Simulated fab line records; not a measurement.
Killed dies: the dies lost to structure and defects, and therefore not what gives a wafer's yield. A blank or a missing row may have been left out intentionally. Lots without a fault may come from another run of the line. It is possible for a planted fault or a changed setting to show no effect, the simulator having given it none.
Chamber matching + flow nandHarc + NHARC_A_CHANNEL_FILL_D2_ETCHBACK_20 on rieDiel-10 has 4 sister chambers
The step etches the open film in C4F8/O2/Ar, target depth 27 nm, time 13.5 s. 8 wafers are shown with their chamber, then 9 later ones without.

## WAFERS PAIRED WITH THEIR CHAMBERS
| wafer  | chamber | rfVppV (V) | oesProductAu (a.u.) |
|--------|---------|------------|---------------------|
| L075.1 | 3       | 983        | 0.994               |
| L075.2 | 0       | 983        | 0.988               |
| L084.2 | 3       | 983        | 0.988               |
| L085.1 | 1       | 981        | 0.995               |
| L085.6 | 2       | 988        | 0.992               |
| L087.1 | 1       | 978        | 1.001               |
| L087.4 | 2       | 987        | 0.992               |
| L087.6 | 0       | 986        | 0.993               |

## WAFERS WITH NO CHAMBER GIVEN
| wafer  | rfVppV (V) | oesProductAu (a.u.) |
|--------|------------|---------------------|
| L091.1 | 988        | 0.987               |
| L091.3 | 976        | 0.983               |
| L091.5 | 989        | 0.988               |
| L091.2 | 985        | 0.981               |
| L091.4 | 984        | 0.991               |
| L091.6 | 982        | 0.995               |
| L097.1 | 985        | 0.993               |
| L097.3 | 978        | 0.987               |
| L097.6 | 979        | 0.990               |

## EACH ONE'S CHAMBER
| wafer  | from the rows above          | in truth |
|--------|------------------------------|----------|
| L091.1 | can't be placed: 2 or 0 or 3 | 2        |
| L091.3 | can't be placed: 1 or 3 or 0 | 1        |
| L091.5 | can't be placed: 2 or 0      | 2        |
| L091.2 | can't be placed: 0 or 3 or 2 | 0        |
| L091.4 | can't be placed: 0 or 3 or 2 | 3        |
| L091.6 | can't be placed: 3 or 1 or 0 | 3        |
| L097.1 | can't be placed: 0 or 3 or 2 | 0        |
| L097.3 | can't be placed: 1 or 3 or 0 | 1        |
| L097.6 | can't be placed: 1 or 3 or 0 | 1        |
Correct placement for 0 of the 9. Can't be placed from these rows: 9 (the true chamber is among the candidates in 9). Wrongly placed: 0.
How it was worked out, from the rows above alone: a wafer's distance from a chamber is the root of the sum, over the readings, of the square of ((its reading less the chamber's mean) divided by the reading's scatter). If the next closest chamber is less than 2 further off than the closest, the wafer can't be placed; otherwise it belongs to the closest. The mean given for a chamber averages the wafers shown for that chamber. How the scatter is found: for the shown wafers, subtract from each reading the mean of its chamber, square and add these, divide the total by (wafers less chambers), then take the root.
